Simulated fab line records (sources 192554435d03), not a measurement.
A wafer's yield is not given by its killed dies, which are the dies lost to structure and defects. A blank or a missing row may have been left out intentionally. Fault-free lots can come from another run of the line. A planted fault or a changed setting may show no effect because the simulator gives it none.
Chamber matching || flow n5 finfet || N5_FIN_CUT_ETCH_21 on rie diel-05: 4 sister chambers
The step etches SOC in N2/H2, target depth 219 nm, overetch 43.8 nm, time 523.5 s. 7 wafers are shown with their chamber, then 8 later ones without.

## EACH WAFER AND ITS CHAMBER
{"wafer": "L076.3", "chamber": 3, "showerhead plenum p Torr (Torr)": 2.51, "throttle valve pct (%)": 18.06}
{"wafer": "L076.6", "chamber": 0, "showerhead plenum p Torr (Torr)": 2.55, "throttle valve pct (%)": 17.75}
{"wafer": "L080.5", "chamber": 2, "showerhead plenum p Torr (Torr)": 2.64, "throttle valve pct (%)": 17.47}
{"wafer": "L081.1", "chamber": 1, "showerhead plenum p Torr (Torr)": 2.50, "throttle valve pct (%)": 18.08}
{"wafer": "L081.4", "chamber": 2, "showerhead plenum p Torr (Torr)": 2.64, "throttle valve pct (%)": 17.49}
{"wafer": "L081.6", "chamber": 1, "showerhead plenum p Torr (Torr)": 2.50, "throttle valve pct (%)": 18.07}
{"wafer": "L090.1", "chamber": 0, "showerhead plenum p Torr (Torr)": 2.54, "throttle valve pct (%)": 17.80}

## WAFERS WITHOUT THEIR CHAMBER
{"wafer": "L090.2", "showerhead plenum p Torr (Torr)": 2.49, "throttle valve pct (%)": 17.69}
{"wafer": "L090.3", "showerhead plenum p Torr (Torr)": 2.63, "throttle valve pct (%)": 17.50}
{"wafer": "L093.3", "showerhead plenum p Torr (Torr)": 2.50, "throttle valve pct (%)": 17.69}
{"wafer": "L093.4", "showerhead plenum p Torr (Torr)": 2.54, "throttle valve pct (%)": 17.79}
{"wafer": "L093.6", "showerhead plenum p Torr (Torr)": 2.63, "throttle valve pct (%)": 17.50}
{"wafer": "L094.1", "showerhead plenum p Torr (Torr)": 2.63, "throttle valve pct (%)": 17.51}
{"wafer": "L094.4", "showerhead plenum p Torr (Torr)": 2.49, "throttle valve pct (%)": 17.69}
{"wafer": "L094.6", "showerhead plenum p Torr (Torr)": 2.63, "throttle valve pct (%)": 17.51}

## THE CHAMBER EACH PASSED THROUGH
{"wafer": "L090.2", "from the rows above": 0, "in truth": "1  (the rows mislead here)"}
{"wafer": "L090.3", "from the rows above": 2, "in truth": 2}
{"wafer": "L093.3", "from the rows above": 0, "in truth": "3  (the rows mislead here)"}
{"wafer": "L093.4", "from the rows above": 0, "in truth": 0}
{"wafer": "L093.6", "from the rows above": 2, "in truth": 2}
{"wafer": "L094.1", "from the rows above": 2, "in truth": 2}
{"wafer": "L094.4", "from the rows above": 0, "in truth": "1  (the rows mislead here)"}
{"wafer": "L094.6", "from the rows above": 2, "in truth": 2}
Correctly placed: 5 of 8. Not placeable from these rows: 0. Wrongly placed: 3.
How it was worked out, from the rows above alone: a wafer's distance from a chamber is the root of the sum, over the readings, of the square of ((its reading less the chamber's mean) divided by the reading's scatter). If the next closest chamber is less than 2 further off than the closest, the wafer can't be placed; otherwise it belongs to the closest. The mean given for a chamber averages the wafers shown for that chamber. How the scatter is found: for the shown wafers, subtract from each reading the mean of its chamber, square and add these, divide the total by (wafers less chambers), then take the root.
